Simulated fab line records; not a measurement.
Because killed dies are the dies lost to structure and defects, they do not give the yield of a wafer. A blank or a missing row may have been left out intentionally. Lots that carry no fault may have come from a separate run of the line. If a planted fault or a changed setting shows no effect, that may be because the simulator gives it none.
Chamber matching || flow n5 finfet || N5_MOL_CONTACT_COAG_STRIP_98 on rie diel-04: 4 sister chambers
The step strips in N2/H2. 20 wafers are shown with their chamber, then 10 later ones without.

## WAFERS, EACH WITH ITS CHAMBER
{"wafer": "L078.1", "chamber": 3, "showerhead plenum p Torr (Torr)": 3.41, "drypump motor current A (A)": 5.6, "throttle valve pct (%)": 18.77}
{"wafer": "L078.3", "chamber": 2, "showerhead plenum p Torr (Torr)": 3.42, "drypump motor current A (A)": 5.4, "throttle valve pct (%)": 19.00}
{"wafer": "L078.4", "chamber": 1, "showerhead plenum p Torr (Torr)": 3.30, "drypump motor current A (A)": 5.4, "throttle valve pct (%)": 19.09}
{"wafer": "L081.3", "chamber": 0, "showerhead plenum p Torr (Torr)": 3.32, "drypump motor current A (A)": 5.7, "throttle valve pct (%)": 18.65}
{"wafer": "L081.5", "chamber": 2, "showerhead plenum p Torr (Torr)": 3.42, "drypump motor current A (A)": 5.4, "throttle valve pct (%)": 18.98}
{"wafer": "L081.6", "chamber": 1, "showerhead plenum p Torr (Torr)": 3.30, "drypump motor current A (A)": 5.4, "throttle valve pct (%)": 19.03}
{"wafer": "L082.2", "chamber": 0, "showerhead plenum p Torr (Torr)": 3.32, "drypump motor current A (A)": 5.8, "throttle valve pct (%)": 18.64}
{"wafer": "L082.4", "chamber": 3, "showerhead plenum p Torr (Torr)": 3.41, "drypump motor current A (A)": 5.6, "throttle valve pct (%)": 18.80}
{"wafer": "L082.5", "chamber": 0, "showerhead plenum p Torr (Torr)": 3.32, "drypump motor current A (A)": 5.8, "throttle valve pct (%)": 18.65}
{"wafer": "L083.1", "chamber": 0, "showerhead plenum p Torr (Torr)": 3.32, "drypump motor current A (A)": 5.8, "throttle valve pct (%)": 18.66}
{"wafer": "L083.2", "chamber": 3, "showerhead plenum p Torr (Torr)": 3.41, "drypump motor current A (A)": 5.6, "throttle valve pct (%)": 18.79}
{"wafer": "L083.3", "chamber": 2, "showerhead plenum p Torr (Torr)": 3.42, "drypump motor current A (A)": 5.4, "throttle valve pct (%)": 18.99}
{"wafer": "L083.4", "chamber": 1, "showerhead plenum p Torr (Torr)": 3.30, "drypump motor current A (A)": 5.4, "throttle valve pct (%)": 19.06}
{"wafer": "L083.5", "chamber": 1, "showerhead plenum p Torr (Torr)": 3.30, "drypump motor current A (A)": 5.4, "throttle valve pct (%)": 19.08}
{"wafer": "L083.6", "chamber": 2, "showerhead plenum p Torr (Torr)": 3.42, "drypump motor current A (A)": 5.4, "throttle valve pct (%)": 18.99}
{"wafer": "L084.1", "chamber": 0, "showerhead plenum p Torr (Torr)": 3.32, "drypump motor current A (A)": 5.7, "throttle valve pct (%)": 18.64}
{"wafer": "L084.2", "chamber": 2, "showerhead plenum p Torr (Torr)": 3.41, "drypump motor current A (A)": 5.4, "throttle valve pct (%)": 19.01}
{"wafer": "L084.3", "chamber": 1, "showerhead plenum p Torr (Torr)": 3.30, "drypump motor current A (A)": 5.4, "throttle valve pct (%)": 19.09}
{"wafer": "L084.4", "chamber": 0, "showerhead plenum p Torr (Torr)": 3.32, "drypump motor current A (A)": 5.8, "throttle valve pct (%)": 18.67}
{"wafer": "L084.5", "chamber": 2, "showerhead plenum p Torr (Torr)": 3.41, "drypump motor current A (A)": 5.4, "throttle valve pct (%)": 18.99}

SIGNATURES (averages over the wafers above)
{"reading": "showerhead plenum p Torr", "chamber 0": 3.3200, "chamber 1": 3.3000, "chamber 2": 3.4167, "chamber 3": 3.4100, "scatter within a chamber": 0.00289}
{"reading": "drypump motor current A", "chamber 0": 5.767, "chamber 1": 5.400, "chamber 2": 5.400, "chamber 3": 5.600, "scatter within a chamber": 0.0289}
{"reading": "throttle valve pct", "chamber 0": 18.6517, "chamber 1": 19.0700, "chamber 2": 18.9933, "chamber 3": 18.7867, "scatter within a chamber": 0.0164}
Rule: for each reading, subtract the chamber's mean from the wafer's reading, divide by that reading's scatter and square the result; add these up over the readings and take the root, which gives the wafer's distance from the chamber. The wafer belongs to the nearest chamber; if the next one is less than 2 further off, it can't be placed. How the scatter is found: for the shown wafers, subtract from each reading the mean of its chamber, square and add these, divide the total by (wafers less chambers), then take the root.

## WAFERS WITHOUT THEIR CHAMBER
{"wafer": "L084.6", "showerhead plenum p Torr (Torr)": 3.30, "drypump motor current A (A)": 5.4, "throttle valve pct (%)": 19.07}
{"wafer": "L089.3", "showerhead plenum p Torr (Torr)": 3.29, "drypump motor current A (A)": 5.4, "throttle valve pct (%)": 19.10}
{"wafer": "L089.4", "showerhead plenum p Torr (Torr)": 3.41, "drypump motor current A (A)": 5.6, "throttle valve pct (%)": 18.79}
{"wafer": "L089.5", "showerhead plenum p Torr (Torr)": 3.29, "drypump motor current A (A)": 5.4, "throttle valve pct (%)": 19.08}
{"wafer": "L096.4", "showerhead plenum p Torr (Torr)": 3.29, "drypump motor current A (A)": 5.4, "throttle valve pct (%)": 19.10}
{"wafer": "L096.5", "showerhead plenum p Torr (Torr)": 3.31, "drypump motor current A (A)": 5.7, "throttle valve pct (%)": 18.68}
{"wafer": "L096.6", "showerhead plenum p Torr (Torr)": 3.40, "drypump motor current A (A)": 5.6, "throttle valve pct (%)": 18.84}
{"wafer": "L097.1", "showerhead plenum p Torr (Torr)": 3.40, "drypump motor current A (A)": 5.6, "throttle valve pct (%)": 18.80}
{"wafer": "L097.3", "showerhead plenum p Torr (Torr)": 3.30, "drypump motor current A (A)": 5.8, "throttle valve pct (%)": 18.68}
{"wafer": "L097.6", "showerhead plenum p Torr (Torr)": 3.30, "drypump motor current A (A)": 5.8, "throttle valve pct (%)": 18.70}

## WHICH CHAMBER EACH WENT THROUGH
{"wafer": "L084.6", "from the rows above": 1, "in truth": 1}
{"wafer": "L089.3", "from the rows above": 1, "in truth": 1}
{"wafer": "L089.4", "from the rows above": 3, "in truth": 3}
{"wafer": "L089.5", "from the rows above": 1, "in truth": 1}
{"wafer": "L096.4", "from the rows above": 1, "in truth": 1}
{"wafer": "L096.5", "from the rows above": 0, "in truth": 0}
{"wafer": "L096.6", "from the rows above": 3, "in truth": 3}
{"wafer": "L097.1", "from the rows above": 3, "in truth": 3}
{"wafer": "L097.3", "from the rows above": 0, "in truth": 0}
{"wafer": "L097.6", "from the rows above": 0, "in truth": 0}
10 of 10 placed correctly. From these rows, 0 cannot be placed. Number placed wrongly: 0.
